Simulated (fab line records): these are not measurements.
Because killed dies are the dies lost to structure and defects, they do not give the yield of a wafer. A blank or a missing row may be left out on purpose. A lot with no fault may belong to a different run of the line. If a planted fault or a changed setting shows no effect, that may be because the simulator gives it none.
Matching of chambers -- flow n5 finfet -- rie diel-05 running N5_GATE_CUT_STRIP_59: 4 sister chambers
The step strips in N2/H2, time 20 s. 4 wafers are shown with their chamber, then 9 later ones without.

== WAFERS WITH THEIR CHAMBER ==
wafer,chamber,showerhead plenum p Torr (Torr)
L085.5,0,3.31
L085.6,1,3.57
L091.4,3,3.33
L091.6,2,3.56

== WAFERS WITHOUT THEIR CHAMBER ==
wafer,showerhead plenum p Torr (Torr)
L094.1,3.57
L094.2,3.30
L094.3,3.33
L095.1,3.55
L095.2,3.56
L095.3,3.30
L096.1,3.33
L096.3,3.30
L096.4,3.56

== EACH ONE'S CHAMBER ==
wafer,from the rows above,in truth
L094.1,can't be placed: 1 or 2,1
L094.2,0,0
L094.3,3,3
L095.1,can't be placed: 2 or 1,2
L095.2,can't be placed: 2 or 1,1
L095.3,0,0
L096.1,3,3
L096.3,0,0
L096.4,can't be placed: 2 or 1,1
5 of 9 placed correctly. Cannot be placed on the basis of these rows: 4; the candidates contain the true chamber in 4. Placed wrongly: 0.
How it was worked out, from the rows above alone: a wafer's distance from a chamber is the root of the sum, over the readings, of the square of ((its reading less the chamber's mean) divided by the reading's scatter). The wafer belongs to the nearest chamber; if the next one is less than 2 further off, it can't be placed. The mean given for a chamber averages the wafers shown for that chamber. The scatter: root of mean squared gap, hidden wafer to nearest shown wafer, with one shown wafer a chamber.
